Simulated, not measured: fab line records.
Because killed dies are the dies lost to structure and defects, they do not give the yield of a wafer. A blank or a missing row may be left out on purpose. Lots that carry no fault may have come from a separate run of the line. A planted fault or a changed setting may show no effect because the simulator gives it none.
Split-lot trial -- flow n5 finfet -- on a route of 1938 steps: 7 lots, 21 wafers read

## ON THE SPLIT
At N5_BEOL_M2_ILD_DEP_00 (deposits SiOC from DEMS/O2, target thk 79 nm, time 15.3 s), the setting time s was moved away from the recipe's 15.3 s on 9 of the 21 wafers read, by -4.1% to +14.6%. The other wafers ran this setting at the recipe's value.

Split to reading: the file shows no intervening step.

## THE READING
M2_ILD_THK (nm), taken at N5_BEOL_M2_THK_MEAS_01. Fault-free wafers of this fab line usually give 78.7 nm, standard deviation 1 nm.

wafer,"tool, chamber at the split","time s as run, s",against the recipe,"M2_ILD_THK, nm",against lot-mates on the recipe
L074.3,"pecvd-02, 2",17.53,+14.6%,92.3,+11.4
L074.5,"pecvd-02, 1",17.53,+14.6%,92.6,+11.7
L074.6,"pecvd-02, 0",15.3,recipe,80.9,-
L075.2,"pecvd-02, 2",15.3,recipe,78.6,-
L075.4,"pecvd-02, 1",16.21,+5.9%,84.1,+5.5
L075.6,"pecvd-02, 2",16.21,+5.9%,84.0,+5.4
L077.2,"pecvd-03, 2",15.3,recipe,78.0,-
L077.3,"pecvd-03, 1",15.3,recipe,78.1,-
L077.4,"pecvd-03, 1",15.3,recipe,78.8,-
L079.1,"pecvd-04, 2",14.68,-4.1%,76.1,-3.5
L079.2,"pecvd-04, 0",14.68,-4.1%,75.8,-3.8
L079.6,"pecvd-04, 0",15.3,recipe,79.6,-
L085.2,"pecvd-04, 2",15.3,recipe,78.6,-
L085.5,"pecvd-04, 0",15.3,recipe,79.1,-
L085.6,"pecvd-04, 1",15.3,recipe,79.3,-
L089.1,"pecvd-02, 2",15.3,recipe,78.4,-
L089.3,"pecvd-02, 0",15.3,recipe,77.9,-
L089.6,"pecvd-02, 0",15.3,recipe,79.7,-
L097.1,"pecvd-03, 0,2",17.2,+12.4%,88.3,no lot-mate on the recipe
L097.2,"pecvd-03, 0,2",17.2,+12.4%,88.2,no lot-mate on the recipe
L097.4,"pecvd-03, 0",17.2,+12.4%,88.8,no lot-mate on the recipe
Where a row lists several chambers, the file gives one row for several wafers and doesn't say which wafer went through which chamber.

FIT RESULTS
A straight line over all 21 wafers: M2_ILD_THK changes by +0.838 nm for each +1% of time s; r = +0.99; the points scatter about the line by 0.88 nm.
The same after taking each lot's own level away (the mean of its wafers on the recipe; 18 wafers): +0.816 nm for each +1%; r = +0.99; scatter 0.48 nm.
The reading moves by 12 nm for the largest change in time s, on that fit.
The lots' own levels span 78.30 to 80.90 nm, that is 2.6 times the standard deviation above.
The two slopes are in agreement: the lot-to-lot level therefore moves the slope only a little.
Check: with one of the wafers moved furthest among these (+14.6%) left out of the fit, the line predicts +12.2 nm for it against its lot-mates. Against them it came out at +11.4 nm.

## OTHER SPLITS APPLIED TO THESE WAFERS
Other splits were also applied to these wafers ahead of the reading. Each is held against what the fit with the lots' levels taken away leaves over:
other split on the same wafers,wafers away from the commonest value,r with M2_ILD_THK (lot level and that fit taken away)
N5_BEOL_M0_SAQP_DEVELOP_13 develop time s,8,-0.42
N5_BEOL_M0_ETCH_138 source w,5,-0.20
N5_BEOL_M0_ETCH_109 bias w,6,+0.16
N5_BEOL_M1_TRENCH_ETCH_37 bias w,9,+0.06

## THE WHOLE CHAIN: every reading that the file lists as answering this split, in the file's order
step,what it does,reading,change (the file's fit),r (the file's)
N5_BEOL_M2_ILD_DEP_00,"deposits SiOC from DEMS/O2, target thk 79 nm, time 15.3 s","SiOC_of_BEOL_M2_ILD_DEP_00.thk nm (the simulator's own value, which no gauge read)",+0.824 nm for each +1% of the setting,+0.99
N5_BEOL_M2_THK_MEAS_01,,M2_ILD_THK,+0.82 for each +1% of the setting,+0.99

## FILE'S OWN FIT
M2_ILD_THK changes by +0.82 nm for each +1% of time s, r = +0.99.
